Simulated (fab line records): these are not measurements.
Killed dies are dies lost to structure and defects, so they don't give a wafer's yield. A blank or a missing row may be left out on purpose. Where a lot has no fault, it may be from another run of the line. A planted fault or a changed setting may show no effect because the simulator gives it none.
Matching of chambers ; flow nandHarc ; NHARC_A_STAIRCASE_ETCHBACK_422 on rieDiel-06: 4 sister chambers
The step etches the open film in CH3F/O2, target depth 40 nm, time 74.286 s. 14 wafers are shown with their chamber, then 7 later ones without.

WAFERS PAIRED WITH THEIR CHAMBERS
wafer;chamber;drypumpMotorCurrentA (A);showerheadPlenumPTorr (Torr);rfVppV (V)
L077.1;1;6.4;2.64;248.3
L077.2;0;6.0;2.43;244.8
L077.3;3;6.5;2.60;245.2
L083.2;1;6.4;2.63;246.1
L083.4;2;6.5;2.49;243.4
L083.5;0;6.0;2.42;244.5
L085.2;0;6.0;2.42;244.6
L085.3;2;6.5;2.50;244.6
L085.4;3;6.5;2.59;246.1
L087.2;0;6.0;2.42;244.3
L087.3;2;6.5;2.49;244.9
L087.4;1;6.4;2.63;246.6
L086.2;2;6.4;2.49;245.5
L086.3;3;6.5;2.59;247.4

SIGNATURES (means of the wafers above)
reading;chamber 0;chamber 1;chamber 2;chamber 3;scatter within a chamber
drypumpMotorCurrentA;6.000;6.400;6.475;6.500;0.0274
showerheadPlenumPTorr;2.4225;2.6333;2.4925;2.5933;0.00532
rfVppV;244.550;247.000;244.600;246.233;0.87
Rule: a wafer's distance from a chamber is the root of the sum, over the readings, of the square of ((its reading less the chamber's mean) divided by the reading's scatter). If the next closest chamber is less than 2 further off than the closest, the wafer can't be placed; otherwise it belongs to the closest. The scatter: the root of (the sum of the squares of (reading less its chamber's mean) over the shown wafers, divided by (wafers less chambers)).

WAFERS WHOSE CHAMBER IS MISSING
wafer;drypumpMotorCurrentA (A);showerheadPlenumPTorr (Torr);rfVppV (V)
L086.5;6.4;2.49;245.2
L091.1;6.4;2.48;244.6
L091.3;6.0;2.41;243.1
L091.4;6.5;2.58;245.4
L092.1;6.5;2.58;245.8
L092.5;6.5;2.58;246.5
L092.6;6.5;2.48;243.7

WHICH CHAMBER EACH WENT THROUGH
wafer;from the rows above;in truth
L086.5;2;2
L091.1;2;2
L091.3;0;0
L091.4;3;3
L092.1;3;3
L092.5;3;3
L092.6;2;2
Correctly placed: 7 of 7. From these rows, 0 cannot be placed. 0 placed wrongly.
